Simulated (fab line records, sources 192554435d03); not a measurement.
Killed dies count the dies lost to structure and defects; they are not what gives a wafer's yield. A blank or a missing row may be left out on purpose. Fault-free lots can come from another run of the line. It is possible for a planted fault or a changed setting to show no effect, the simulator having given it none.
Which tool was responsible? / flow n5 finfet / 11 lots, 33 wafers sampled, at 5 steps of a route of 1938

== WHAT THE GAUGES READ, wafer by wafer ==
N5_BEOL_M10_THK_MEAS_01.
lot=L238; measured=day 10 16:45; on=film metro-01; M10_ILD_THK (nm)=269 269 277
lot=L240; measured=day 11 09:08; on=film metro-01; M10_ILD_THK (nm)=267 270 270
lot=L243; measured=day 11 23:40; on=film metro-02; M10_ILD_THK (nm)=267 265 269
lot=L245; measured=day 12 18:22; on=film metro-02; M10_ILD_THK (nm)=270 271 270
lot=L248; measured=day 13 04:20; on=film metro-02; M10_ILD_THK (nm)=263 260 259
lot=L250; measured=day 13 12:49; on=film metro-02; M10_ILD_THK (nm)=264 268 269
lot=L249; measured=day 13 13:41; on=film metro-01; M10_ILD_THK (nm)=264 264 269
lot=L253; measured=day 14 15:38; on=film metro-02; M10_ILD_THK (nm)=268 269 271
lot=L255; measured=day 14 22:26; on=film metro-01; M10_ILD_THK (nm)=271 274 272
lot=L256; measured=day 15 02:49; on=film metro-02; M10_ILD_THK (nm)=269 266 269
lot=L258; measured=day 15 16:00; on=film metro-01; M10_ILD_THK (nm)=267 269 271

N5_BEOL_M10_CD_MEAS_11 targets a cd of 64.1 nm.
lot=L238; measured=day 10 18:21; on=cd sem-03; cd nm (nm)=63.8 63.7 63.9
lot=L240; measured=day 11 11:43; on=cd sem-02; cd nm (nm)=64.1 63.5 63.6
lot=L243; measured=day 12 01:19; on=cd sem-01; cd nm (nm)=63.9 64.3 64.1
lot=L245; measured=day 12 19:20; on=cd sem-03; cd nm (nm)=63.7 64.7 64.0
lot=L248; measured=day 13 05:19; on=cd sem-01; cd nm (nm)=63.3 64.6 63.6
lot=L250; measured=day 13 15:42; on=cd sem-02; cd nm (nm)=63.9 64.3 64.3
lot=L249; measured=day 13 15:52; on=cd sem-03; cd nm (nm)=63.9 64.9 64.2
lot=L253; measured=day 14 17:25; on=cd sem-01; cd nm (nm)=64.6 64.5 64.2
lot=L255; measured=day 15 01:02; on=cd sem-03; cd nm (nm)=63.4 64.0 63.5
lot=L256; measured=day 15 04:21; on=cd sem-03; cd nm (nm)=64.6 64.1 64.8
lot=L258; measured=day 15 18:22; on=cd sem-02; cd nm (nm)=64.4 64.1 64.0

N5_BEOL_M10_CD_MEAS_28 targets a cd of 70 nm.
lot=L238; measured=day 10 20:08; on=cd sem-01; cd nm (nm)=69.6 69.4 70.7
lot=L240; measured=day 11 12:50; on=cd sem-02; cd nm (nm)=69.9 69.8 70.1
lot=L243; measured=day 12 03:40; on=cd sem-02; cd nm (nm)=71.0 72.6 71.9
lot=L245; measured=day 12 21:16; on=cd sem-03; cd nm (nm)=69.8 70.9 69.6
lot=L248; measured=day 13 09:55; on=cd sem-01; cd nm (nm)=69.2 70.1 70.8
lot=L250; measured=day 13 17:08; on=cd sem-03; cd nm (nm)=69.4 70.1 69.4
lot=L249; measured=day 13 17:19; on=cd sem-02; cd nm (nm)=70.1 70.0 69.1
lot=L253; measured=day 14 18:14; on=cd sem-01; cd nm (nm)=69.0 69.8 69.3
lot=L255; measured=day 15 03:38; on=cd sem-02; cd nm (nm)=69.0 69.7 70.1
lot=L256; measured=day 15 06:23; on=cd sem-02; cd nm (nm)=64.8 65.4 65.4
lot=L258; measured=day 15 19:50; on=cd sem-03; cd nm (nm)=66.8 66.0 65.9

== EACH LOT AND THE TOOL THAT RAN IT (in order: tool; ch and the chambers of the sampled wafers; start) ==
lot=L238; N5_BEOL_M10_CURE_71=uv cure-02 ch 2, day 10 16:14; N5_BEOL_M10_EXPOSE_25=arfi scanner-02 ch 0, day 10 19:59
lot=L240; N5_BEOL_M10_CURE_71=uv cure-03 ch 1, day 11 08:37; N5_BEOL_M10_EXPOSE_25=arfi scanner-03 ch 0, day 11 12:43
lot=L243; N5_BEOL_M10_CURE_71=uv cure-03 ch 1, day 11 23:10; N5_BEOL_M10_EXPOSE_25=arfi scanner-03 ch 0, day 12 03:32
lot=L245; N5_BEOL_M10_CURE_71=uv cure-01 ch 1, day 12 18:06; N5_BEOL_M10_EXPOSE_25=arfi scanner-01 ch 0, day 12 21:09
lot=L248; N5_BEOL_M10_CURE_71=uv cure-01 ch 0, day 13 03:50; N5_BEOL_M10_EXPOSE_25=arfi scanner-03 ch 0, day 13 09:47
lot=L250; N5_BEOL_M10_CURE_71=uv cure-01 ch 0, day 13 12:19; N5_BEOL_M10_EXPOSE_25=arfi scanner-01 ch 0, day 13 17:01
lot=L249; N5_BEOL_M10_CURE_71=uv cure-03 ch 1, day 13 12:41; N5_BEOL_M10_EXPOSE_25=arfi scanner-02 ch 0, day 13 17:11
lot=L253; N5_BEOL_M10_CURE_71=uv cure-01 ch 0, day 14 15:13; N5_BEOL_M10_EXPOSE_25=arfi scanner-03 ch 0, day 14 18:07
lot=L255; N5_BEOL_M10_CURE_71=uv cure-02 ch 2, day 14 21:27; N5_BEOL_M10_EXPOSE_25=arfi scanner-03 ch 0, day 15 03:30
lot=L256; N5_BEOL_M10_CURE_71=uv cure-02 ch 0, day 15 01:50; N5_BEOL_M10_EXPOSE_25=arfi scanner-03 ch 0, day 15 06:16
lot=L258; N5_BEOL_M10_CURE_71=uv cure-01 ch 0, day 15 15:39; N5_BEOL_M10_EXPOSE_25=arfi scanner-03 ch 0, day 15 19:43
- N5_BEOL_M10_CURE_71: cures SiCOH lowk, time 240 s.
- N5_BEOL_M10_EXPOSE_25: exposes mask V9.

== AS READ BY THE TOOLS THEMSELVES (means over the sampled wafers that have a number; for cases with no such wafer, the mark the record gives instead) ==
N5_BEOL_M10_CURE_71.
lot=L238; tool=uv cure-02; lamp power pct (%)=52.32; wafer_temp_C_max=386.9
lot=L240; tool=uv cure-03; lamp power pct (%)=52.35; wafer_temp_C_max=385.6
lot=L243; tool=uv cure-03; lamp power pct (%)=52.30; wafer_temp_C_max=386.5
lot=L245; tool=uv cure-01; lamp power pct (%)=52.33; wafer_temp_C_max=385.9
lot=L248; tool=uv cure-01; lamp power pct (%)=52.26; wafer_temp_C_max=387.6
lot=L250; tool=uv cure-01; lamp power pct (%)=52.26; wafer_temp_C_max=388.2
lot=L249; tool=uv cure-03; lamp power pct (%)=52.30; wafer_temp_C_max=386.4
lot=L253; tool=uv cure-01; lamp power pct (%)=52.29; wafer_temp_C_max=387.5
lot=L255; tool=uv cure-02; lamp power pct (%)=52.29; wafer_temp_C_max=386.7
lot=L256; tool=uv cure-02; lamp power pct (%)=52.32; wafer_temp_C_max=385.4
lot=L258; tool=uv cure-01; lamp power pct (%)=52.27; wafer_temp_C_max=387.5

N5_BEOL_M10_EXPOSE_25.
lot=L238; tool=arfi scanner-02; exposure dose mJ cm2=85.45
lot=L240; tool=arfi scanner-03; exposure dose mJ cm2=85.41
lot=L243; tool=arfi scanner-03; exposure dose mJ cm2=85.42
lot=L245; tool=arfi scanner-01; exposure dose mJ cm2=85.58
lot=L248; tool=arfi scanner-03; exposure dose mJ cm2=85.45
lot=L250; tool=arfi scanner-01; exposure dose mJ cm2=85.48
lot=L249; tool=arfi scanner-02; exposure dose mJ cm2=85.53
lot=L253; tool=arfi scanner-03; exposure dose mJ cm2=85.31
lot=L255; tool=arfi scanner-03; exposure dose mJ cm2=85.46
lot=L256; tool=arfi scanner-03; exposure dose mJ cm2=81.35
lot=L258; tool=arfi scanner-03; exposure dose mJ cm2=82.18

== THE ANSWER, worked out from the rows above alone ==
Rule: the lots themselves supply what counts as usual. Put in order of their means at a reading, lots are off if they are a third of the lots or fewer, leave a main group of 4 or more, and stand apart from it by a gap of 3 or more times the standard deviation of the main group's means; of several such gaps the widest counts. Not used: any main group whose means are identical at the precision the tables above print for the reading. Also off: a lot with no number at a reading for which 4 or more lots have one. All remaining lots with rows at the step are treated as sound. The gauges are gone through in route order, then the tools' own readings, and for those a lot's mean is taken as printed above. At the first step where some lot is off, the reading lying furthest off is the one used; lots without a number count as furthest.
Off at N5_BEOL_M10_CD_MEAS_28 (cd nm): L256, L258. Main group: mean 70.0 nm, sd 0.68.
If a tool, at a process step before that reading, ran all the lots that are off and no sound lot after the first of them, it fits. Not tried: the gauges at N5_BEOL_M10_CD_MEAS_28; whatever is off there is also off at N5_BEOL_M10_EXPOSE_25, on other tools, and gauge error can't account for it. One candidate fits, namely arfi scanner-03 at N5_BEOL_M10_EXPOSE_25. A fault onset in the window from L255 (day 15 03:30, its last sound lot) to L256 (day 15 06:16, its first lot off) fits.
The tool's own readings at N5_BEOL_M10_EXPOSE_25 bear it out: on the lots that are off they differ by more than 5 times the standard deviation of the sound lots' means. exposure dose mJ cm2 reads 81.77 there against 85.45 on the sound lots.

== WHAT WAS PUT IN BY THE SIMULATOR ==
Process parameters drifting: arfi scanner-03 at N5_BEOL_M10_EXPOSE_25, beginning at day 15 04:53. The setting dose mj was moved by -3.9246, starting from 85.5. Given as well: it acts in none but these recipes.
Lots struck among those shown: L256, L258. The rule above reached the same finding.
